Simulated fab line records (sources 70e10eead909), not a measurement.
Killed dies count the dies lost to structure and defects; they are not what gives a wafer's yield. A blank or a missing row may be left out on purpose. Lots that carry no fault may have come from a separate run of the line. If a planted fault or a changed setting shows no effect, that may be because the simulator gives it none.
A sampling plan put to the test || flow nand_harc || one line in one fab, 29 faults in these records, each fault weighed on the records of the lots it struck
Plan = the line's own looks (route steps where a gauge or an inspection reads the wafer without altering it). A look can be judged if struck wafers have a number there and the file gives its usual mean and standard deviation on fault-free wafers. Caught: a look later than the fault's first step finds the struck wafers' mean 4 or more of those standard deviations (sigma) from the usual mean. On the tool: the identical test, applied to the tool's own readings at the steps of the fault. Caught also covers a different recipe on the struck wafers, or a record left blank for those wafers only.

THE FAULTS, as the simulator had put them in
1. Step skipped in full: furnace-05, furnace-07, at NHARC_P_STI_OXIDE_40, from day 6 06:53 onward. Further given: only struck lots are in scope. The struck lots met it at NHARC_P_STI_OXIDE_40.
2. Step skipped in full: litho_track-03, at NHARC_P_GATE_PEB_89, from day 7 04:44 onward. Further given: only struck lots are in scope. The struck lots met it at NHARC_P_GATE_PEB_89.
3. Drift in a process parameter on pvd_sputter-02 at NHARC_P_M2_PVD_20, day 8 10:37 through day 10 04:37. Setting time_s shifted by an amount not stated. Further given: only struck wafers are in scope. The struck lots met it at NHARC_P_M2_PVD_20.
4. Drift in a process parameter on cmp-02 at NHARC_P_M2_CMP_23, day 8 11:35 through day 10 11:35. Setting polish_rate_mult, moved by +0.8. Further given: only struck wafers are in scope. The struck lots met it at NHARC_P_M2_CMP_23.
5. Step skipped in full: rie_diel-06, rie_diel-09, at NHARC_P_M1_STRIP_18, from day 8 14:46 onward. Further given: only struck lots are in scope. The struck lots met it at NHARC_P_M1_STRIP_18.
6. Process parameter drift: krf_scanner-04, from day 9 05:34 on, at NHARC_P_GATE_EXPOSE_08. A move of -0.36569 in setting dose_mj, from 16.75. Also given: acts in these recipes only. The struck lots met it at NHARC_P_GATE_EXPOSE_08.
7. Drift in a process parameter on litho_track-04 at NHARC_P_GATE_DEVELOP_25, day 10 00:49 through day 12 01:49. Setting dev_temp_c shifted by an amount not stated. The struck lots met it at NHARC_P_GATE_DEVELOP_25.
8. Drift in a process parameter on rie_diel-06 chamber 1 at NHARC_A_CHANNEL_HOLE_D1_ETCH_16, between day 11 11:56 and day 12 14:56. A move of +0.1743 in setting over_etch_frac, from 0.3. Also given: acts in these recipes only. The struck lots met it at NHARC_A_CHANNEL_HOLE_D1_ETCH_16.
9. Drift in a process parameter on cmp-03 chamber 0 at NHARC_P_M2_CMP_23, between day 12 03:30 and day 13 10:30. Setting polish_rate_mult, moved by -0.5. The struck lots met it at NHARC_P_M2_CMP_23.
10. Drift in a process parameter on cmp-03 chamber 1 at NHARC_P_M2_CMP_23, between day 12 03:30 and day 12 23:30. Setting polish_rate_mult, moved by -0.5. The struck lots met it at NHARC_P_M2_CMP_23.
11. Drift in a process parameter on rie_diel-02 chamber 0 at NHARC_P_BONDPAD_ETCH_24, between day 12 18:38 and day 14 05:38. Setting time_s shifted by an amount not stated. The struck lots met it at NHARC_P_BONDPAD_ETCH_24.
12. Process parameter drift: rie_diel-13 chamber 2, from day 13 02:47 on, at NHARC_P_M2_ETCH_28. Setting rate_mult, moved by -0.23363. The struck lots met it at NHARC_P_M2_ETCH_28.
13. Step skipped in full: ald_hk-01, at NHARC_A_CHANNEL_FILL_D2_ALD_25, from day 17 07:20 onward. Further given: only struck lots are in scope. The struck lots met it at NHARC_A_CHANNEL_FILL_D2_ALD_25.
14. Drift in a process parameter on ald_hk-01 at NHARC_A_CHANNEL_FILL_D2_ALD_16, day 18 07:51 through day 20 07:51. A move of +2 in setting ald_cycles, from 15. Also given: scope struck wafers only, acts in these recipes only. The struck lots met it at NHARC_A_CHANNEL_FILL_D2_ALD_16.
15. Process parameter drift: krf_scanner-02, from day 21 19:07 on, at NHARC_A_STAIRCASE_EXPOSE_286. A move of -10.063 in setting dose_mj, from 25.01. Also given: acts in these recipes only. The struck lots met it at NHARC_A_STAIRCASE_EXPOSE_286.
16. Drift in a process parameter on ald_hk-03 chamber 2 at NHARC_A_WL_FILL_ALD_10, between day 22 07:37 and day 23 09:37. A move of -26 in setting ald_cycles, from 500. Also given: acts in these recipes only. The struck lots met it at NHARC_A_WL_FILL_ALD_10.
17. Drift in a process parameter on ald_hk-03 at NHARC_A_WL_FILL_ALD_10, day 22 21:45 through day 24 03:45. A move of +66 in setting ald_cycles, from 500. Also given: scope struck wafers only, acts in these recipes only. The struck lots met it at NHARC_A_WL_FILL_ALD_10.
18. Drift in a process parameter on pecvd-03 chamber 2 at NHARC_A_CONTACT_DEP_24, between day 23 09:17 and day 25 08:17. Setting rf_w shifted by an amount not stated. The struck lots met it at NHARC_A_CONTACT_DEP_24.
19. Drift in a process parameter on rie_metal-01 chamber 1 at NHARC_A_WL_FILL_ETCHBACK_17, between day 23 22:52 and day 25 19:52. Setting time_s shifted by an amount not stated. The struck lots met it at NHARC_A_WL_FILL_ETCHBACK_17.
20. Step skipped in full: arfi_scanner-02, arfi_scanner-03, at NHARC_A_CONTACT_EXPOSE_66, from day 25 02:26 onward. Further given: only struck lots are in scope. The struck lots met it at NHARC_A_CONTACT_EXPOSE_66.
21. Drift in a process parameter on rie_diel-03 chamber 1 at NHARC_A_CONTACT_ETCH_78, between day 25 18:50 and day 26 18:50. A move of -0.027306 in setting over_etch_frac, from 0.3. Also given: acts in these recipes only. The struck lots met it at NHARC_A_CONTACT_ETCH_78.
22. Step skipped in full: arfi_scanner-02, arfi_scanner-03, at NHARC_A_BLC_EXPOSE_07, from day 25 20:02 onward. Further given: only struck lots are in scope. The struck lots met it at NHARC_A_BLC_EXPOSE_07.
23. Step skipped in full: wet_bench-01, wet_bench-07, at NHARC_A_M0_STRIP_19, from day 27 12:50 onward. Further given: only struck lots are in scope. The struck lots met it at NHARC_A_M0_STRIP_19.
24. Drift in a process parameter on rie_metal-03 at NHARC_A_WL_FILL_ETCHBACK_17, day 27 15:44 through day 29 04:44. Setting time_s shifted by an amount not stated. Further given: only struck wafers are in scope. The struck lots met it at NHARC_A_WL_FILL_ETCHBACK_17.
25. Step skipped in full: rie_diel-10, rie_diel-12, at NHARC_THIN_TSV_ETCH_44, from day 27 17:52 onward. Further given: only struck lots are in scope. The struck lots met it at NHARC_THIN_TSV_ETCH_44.
26. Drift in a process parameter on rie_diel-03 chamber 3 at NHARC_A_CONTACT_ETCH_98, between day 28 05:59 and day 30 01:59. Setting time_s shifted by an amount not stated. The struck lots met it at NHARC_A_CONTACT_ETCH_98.
27. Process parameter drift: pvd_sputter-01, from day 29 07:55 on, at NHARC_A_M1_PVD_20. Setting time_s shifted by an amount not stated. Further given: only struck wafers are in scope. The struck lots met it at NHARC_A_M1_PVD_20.
28. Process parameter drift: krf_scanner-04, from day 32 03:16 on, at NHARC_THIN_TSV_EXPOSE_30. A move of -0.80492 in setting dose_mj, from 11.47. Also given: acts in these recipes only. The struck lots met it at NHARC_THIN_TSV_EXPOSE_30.
29. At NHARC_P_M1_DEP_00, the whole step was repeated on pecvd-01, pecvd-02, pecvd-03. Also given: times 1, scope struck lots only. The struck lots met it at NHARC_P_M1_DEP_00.

WHAT THE PLAN SAW
{"fault": 1, "on the tool itself": "the tool's record is blank for the struck wafers", "first look that catches it": "not the one look that can be judged after it", "reading, sigma": "-", "median hours from its first step to that look": "-", "hours from the fault's start to the first struck lot there": "-", "judged looks passed uncaught": 1}
{"fault": 2, "on the tool itself": "the tool's record is blank for the struck wafers", "first look that catches it": "no look after it can be judged", "reading, sigma": "-", "median hours from its first step to that look": "-", "hours from the fault's start to the first struck lot there": "-", "judged looks passed uncaught": 0}
{"fault": 3, "on the tool itself": "under 2 sigma", "first look that catches it": "not the one look that can be judged after it", "reading, sigma": "-", "median hours from its first step to that look": "-", "hours from the fault's start to the first struck lot there": "-", "judged looks passed uncaught": 1}
{"fault": 4, "on the tool itself": "time_to_endpoint_s -5.6 sigma", "first look that catches it": "NHARC_P_M2_THK_MEAS_24", "reading, sigma": "thk_nm -5.4", "median hours from its first step to that look": 0.3, "hours from the fault's start to the first struck lot there": 7, "judged looks passed uncaught": 0}
{"fault": 5, "on the tool itself": "the tool's record is blank for the struck wafers", "first look that catches it": "no look after it can be judged", "reading, sigma": "-", "median hours from its first step to that look": "-", "hours from the fault's start to the first struck lot there": "-", "judged looks passed uncaught": 0}
{"fault": 6, "on the tool itself": "exposure_dose_mJ_cm2 -19 sigma", "first look that catches it": "not the one look that can be judged after it", "reading, sigma": "-", "median hours from its first step to that look": "-", "hours from the fault's start to the first struck lot there": "-", "judged looks passed uncaught": 1}
{"fault": 7, "on the tool itself": "developer_temp_C -9.2 sigma", "first look that catches it": "none of the 2 looks that can be judged after it", "reading, sigma": "-", "median hours from its first step to that look": "-", "hours from the fault's start to the first struck lot there": "-", "judged looks passed uncaught": 2}
{"fault": 8, "on the tool itself": "under 2 sigma", "first look that catches it": "no look after it can be judged", "reading, sigma": "-", "median hours from its first step to that look": "-", "hours from the fault's start to the first struck lot there": "-", "judged looks passed uncaught": 0}
{"fault": 9, "on the tool itself": "only faintly: time_to_endpoint_s +3.2 sigma", "first look that catches it": "NHARC_P_M2_THK_MEAS_24", "reading, sigma": "thk_nm +4.9", "median hours from its first step to that look": 0.3, "hours from the fault's start to the first struck lot there": 13, "judged looks passed uncaught": 0}
{"fault": 10, "on the tool itself": "only faintly: time_to_endpoint_s +3.2 sigma", "first look that catches it": "NHARC_P_M2_THK_MEAS_24", "reading, sigma": "thk_nm +5.0", "median hours from its first step to that look": 0.2, "hours from the fault's start to the first struck lot there": 12, "judged looks passed uncaught": 0}
{"fault": 11, "on the tool itself": "run_length_s -42 sigma", "first look that catches it": "no look after it can be judged", "reading, sigma": "-", "median hours from its first step to that look": "-", "hours from the fault's start to the first struck lot there": "-", "judged looks passed uncaught": 0}
{"fault": 12, "on the tool itself": "oes_product_au -19 sigma", "first look that catches it": "no look after it can be judged", "reading, sigma": "-", "median hours from its first step to that look": "-", "hours from the fault's start to the first struck lot there": "-", "judged looks passed uncaught": 0}
{"fault": 13, "on the tool itself": "the tool's record is blank for the struck wafers", "first look that catches it": "no look after it can be judged", "reading, sigma": "-", "median hours from its first step to that look": "-", "hours from the fault's start to the first struck lot there": "-", "judged looks passed uncaught": 0}
{"fault": 14, "on the tool itself": "under 2 sigma", "first look that catches it": "not the one look that can be judged after it", "reading, sigma": "-", "median hours from its first step to that look": "-", "hours from the fault's start to the first struck lot there": "-", "judged looks passed uncaught": 1}
{"fault": 15, "on the tool itself": "exposure_dose_mJ_cm2 -99 or beyond sigma", "first look that catches it": "not the one look that can be judged after it", "reading, sigma": "-", "median hours from its first step to that look": "-", "hours from the fault's start to the first struck lot there": "-", "judged looks passed uncaught": 1}
{"fault": 16, "on the tool itself": "under 2 sigma", "first look that catches it": "not the one look that can be judged after it", "reading, sigma": "-", "median hours from its first step to that look": "-", "hours from the fault's start to the first struck lot there": "-", "judged looks passed uncaught": 1}
{"fault": 17, "on the tool itself": "only faintly: precursor_pulse_height_rel +2.1 sigma", "first look that catches it": "no look after it can be judged", "reading, sigma": "-", "median hours from its first step to that look": "-", "hours from the fault's start to the first struck lot there": "-", "judged looks passed uncaught": 0}
{"fault": 18, "on the tool itself": "rf_fwd_power_W -42 sigma", "first look that catches it": "no look after it can be judged", "reading, sigma": "-", "median hours from its first step to that look": "-", "hours from the fault's start to the first struck lot there": "-", "judged looks passed uncaught": 0}
{"fault": 19, "on the tool itself": "run_length_s -20 sigma", "first look that catches it": "not the one look that can be judged after it", "reading, sigma": "-", "median hours from its first step to that look": "-", "hours from the fault's start to the first struck lot there": "-", "judged looks passed uncaught": 1}
{"fault": 20, "on the tool itself": "no reading that can be judged", "first look that catches it": "no look after it can be judged", "reading, sigma": "-", "median hours from its first step to that look": "-", "hours from the fault's start to the first struck lot there": "-", "judged looks passed uncaught": 0}
{"fault": 21, "on the tool itself": "under 2 sigma", "first look that catches it": "no look after it can be judged", "reading, sigma": "-", "median hours from its first step to that look": "-", "hours from the fault's start to the first struck lot there": "-", "judged looks passed uncaught": 0}
{"fault": 22, "on the tool itself": "no reading that can be judged", "first look that catches it": "no look after it can be judged", "reading, sigma": "-", "median hours from its first step to that look": "-", "hours from the fault's start to the first struck lot there": "-", "judged looks passed uncaught": 0}
{"fault": 23, "on the tool itself": "the tool's record is blank for the struck wafers", "first look that catches it": "not the one look that can be judged after it", "reading, sigma": "-", "median hours from its first step to that look": "-", "hours from the fault's start to the first struck lot there": "-", "judged looks passed uncaught": 1}
{"fault": 24, "on the tool itself": "run_length_s -41 sigma", "first look that catches it": "no look after it can be judged", "reading, sigma": "-", "median hours from its first step to that look": "-", "hours from the fault's start to the first struck lot there": "-", "judged looks passed uncaught": 0}
{"fault": 25, "on the tool itself": "the tool's record is blank for the struck wafers", "first look that catches it": "no look after it can be judged", "reading, sigma": "-", "median hours from its first step to that look": "-", "hours from the fault's start to the first struck lot there": "-", "judged looks passed uncaught": 0}
{"fault": 26, "on the tool itself": "run_length_s -14 sigma", "first look that catches it": "no look after it can be judged", "reading, sigma": "-", "median hours from its first step to that look": "-", "hours from the fault's start to the first struck lot there": "-", "judged looks passed uncaught": 0}
{"fault": 27, "on the tool itself": "under 2 sigma", "first look that catches it": "no look after it can be judged", "reading, sigma": "-", "median hours from its first step to that look": "-", "hours from the fault's start to the first struck lot there": "-", "judged looks passed uncaught": 0}
{"fault": 28, "on the tool itself": "exposure_dose_mJ_cm2 -72 sigma", "first look that catches it": "not the one look that can be judged after it", "reading, sigma": "-", "median hours from its first step to that look": "-", "hours from the fault's start to the first struck lot there": "-", "judged looks passed uncaught": 1}
{"fault": 29, "on the tool itself": "under 2 sigma", "first look that catches it": "no look after it can be judged", "reading, sigma": "-", "median hours from its first step to that look": "-", "hours from the fault's start to the first struck lot there": "-", "judged looks passed uncaught": 0}
Dash: fault not caught, or number not given in these records.

Caught at a look: 3 of 29. Caught on the tool: 17 of 29. By one or the other: 19 of 29.
On the tool alone, faults 1, 2, 5, 6, 7, 11, 12, 13, 15, 18, 19, 23, 24, 25, 26, 28 were caught.
Caught at a look alone: faults 9, 10.
Caught by neither: faults 3, 8, 14, 16, 17, 20, 21, 22, 27, 29.

THINNER SAMPLING
If the look that catches a fault measured only every second or every third lot, by lot number, the first struck lot would be measured this late in the worst case:
{"fault": 4, "struck lots at that look, in order of time": "L187, L190", "every lot": "7 h", "every second lot": "37 h", "every third lot": "may miss all 2"}
{"fault": 9, "struck lots at that look, in order of time": "L340", "every lot": "13 h", "every second lot": "may miss it", "every third lot": "may miss it"}
{"fault": 10, "struck lots at that look, in order of time": "L448", "every lot": "12 h", "every second lot": "may miss it", "every third lot": "may miss it"}
The hour figures run from when the fault began to the first measured lot among those it struck. The test against the limit of 4 sigma pooled every struck wafer, which means one lot taken alone may stay below that limit. Other struck lots may not be in these records.

THE LONGEST TIMED WAY FROM STEP TO LOOK
For fault 4, NHARC_P_M2_CMP_23 and NHARC_P_M2_THK_MEAS_24 are separated by a median of 0.3 hours. No look between them can be judged.
